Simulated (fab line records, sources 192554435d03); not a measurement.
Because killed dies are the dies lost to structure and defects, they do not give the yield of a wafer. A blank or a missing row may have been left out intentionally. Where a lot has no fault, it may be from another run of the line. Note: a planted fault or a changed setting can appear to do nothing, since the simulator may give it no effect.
Matching of chambers / flow n5Finfet / rieDiel-02 running N5_BEOL_M10_STRIP_67: 4 sister chambers
The step strips in CF4. 14 wafers are shown with their chamber, then 7 later ones without.

WAFERS WITH THEIR CHAMBER
wafer=L081.1; chamber=0; drypumpMotorCurrentA (A)=5.8; showerheadPlenumPTorr (Torr)=1.71; oesProductAu (a.u.)=0.71
wafer=L081.2; chamber=3; drypumpMotorCurrentA (A)=6.8; showerheadPlenumPTorr (Torr)=1.75; oesProductAu (a.u.)=0.95
wafer=L081.4; chamber=2; drypumpMotorCurrentA (A)=5.9; showerheadPlenumPTorr (Torr)=1.78; oesProductAu (a.u.)=0.96
wafer=L077.2; chamber=0; drypumpMotorCurrentA (A)=5.8; showerheadPlenumPTorr (Torr)=1.71; oesProductAu (a.u.)=0.70
wafer=L077.4; chamber=1; drypumpMotorCurrentA (A)=6.3; showerheadPlenumPTorr (Torr)=1.80; oesProductAu (a.u.)=0.81
wafer=L077.6; chamber=3; drypumpMotorCurrentA (A)=6.8; showerheadPlenumPTorr (Torr)=1.75; oesProductAu (a.u.)=0.94
wafer=L083.1; chamber=3; drypumpMotorCurrentA (A)=6.8; showerheadPlenumPTorr (Torr)=1.75; oesProductAu (a.u.)=0.94
wafer=L083.5; chamber=3; drypumpMotorCurrentA (A)=6.8; showerheadPlenumPTorr (Torr)=1.75; oesProductAu (a.u.)=0.93
wafer=L083.6; chamber=2; drypumpMotorCurrentA (A)=5.9; showerheadPlenumPTorr (Torr)=1.78; oesProductAu (a.u.)=0.95
wafer=L088.1; chamber=2; drypumpMotorCurrentA (A)=5.8; showerheadPlenumPTorr (Torr)=1.77; oesProductAu (a.u.)=0.92
wafer=L088.4; chamber=1; drypumpMotorCurrentA (A)=6.3; showerheadPlenumPTorr (Torr)=1.80; oesProductAu (a.u.)=0.79
wafer=L088.5; chamber=1; drypumpMotorCurrentA (A)=6.3; showerheadPlenumPTorr (Torr)=1.80; oesProductAu (a.u.)=0.79
wafer=L089.1; chamber=0; drypumpMotorCurrentA (A)=5.8; showerheadPlenumPTorr (Torr)=1.70; oesProductAu (a.u.)=0.69
wafer=L089.4; chamber=2; drypumpMotorCurrentA (A)=5.8; showerheadPlenumPTorr (Torr)=1.77; oesProductAu (a.u.)=0.91

SIGNATURES, as means of the wafers listed above
reading=drypumpMotorCurrentA; chamber 0=5.800; chamber 1=6.300; chamber 2=5.850; chamber 3=6.800; scatter within a chamber=0.0316
reading=showerheadPlenumPTorr; chamber 0=1.7067; chamber 1=1.8000; chamber 2=1.7750; chamber 3=1.7500; scatter within a chamber=0.00408
reading=oesProductAu; chamber 0=0.7000; chamber 1=0.7967; chamber 2=0.9350; chamber 3=0.9400; scatter within a chamber=0.0154
Rule: a wafer's distance from a chamber is the root of the sum, over the readings, of the square of ((its reading less the chamber's mean) divided by the reading's scatter). If the next closest chamber is less than 2 further off than the closest, the wafer can't be placed; otherwise it belongs to the closest. The scatter: take each reading less its chamber's mean, square it, sum over the shown wafers, divide by the number of wafers less the number of chambers, and take the root.

WAFERS WITH NO CHAMBER GIVEN
wafer=L089.6; drypumpMotorCurrentA (A)=6.8; showerheadPlenumPTorr (Torr)=1.74; oesProductAu (a.u.)=0.89
wafer=L090.3; drypumpMotorCurrentA (A)=5.9; showerheadPlenumPTorr (Torr)=1.77; oesProductAu (a.u.)=0.91
wafer=L090.4; drypumpMotorCurrentA (A)=6.8; showerheadPlenumPTorr (Torr)=1.74; oesProductAu (a.u.)=0.88
wafer=L090.6; drypumpMotorCurrentA (A)=6.8; showerheadPlenumPTorr (Torr)=1.74; oesProductAu (a.u.)=0.88
wafer=L093.3; drypumpMotorCurrentA (A)=5.8; showerheadPlenumPTorr (Torr)=1.70; oesProductAu (a.u.)=0.69
wafer=L093.5; drypumpMotorCurrentA (A)=5.8; showerheadPlenumPTorr (Torr)=1.70; oesProductAu (a.u.)=0.68
wafer=L093.6; drypumpMotorCurrentA (A)=6.3; showerheadPlenumPTorr (Torr)=1.79; oesProductAu (a.u.)=0.78

WHICH CHAMBER EACH WENT THROUGH
wafer=L089.6; from the rows above=3; in truth=3
wafer=L090.3; from the rows above=2; in truth=2
wafer=L090.4; from the rows above=3; in truth=3
wafer=L090.6; from the rows above=3; in truth=3
wafer=L093.3; from the rows above=0; in truth=0
wafer=L093.5; from the rows above=0; in truth=0
wafer=L093.6; from the rows above=1; in truth=1
7 of 7 placed correctly. Can't be placed from these rows: 0. 0 placed wrongly.
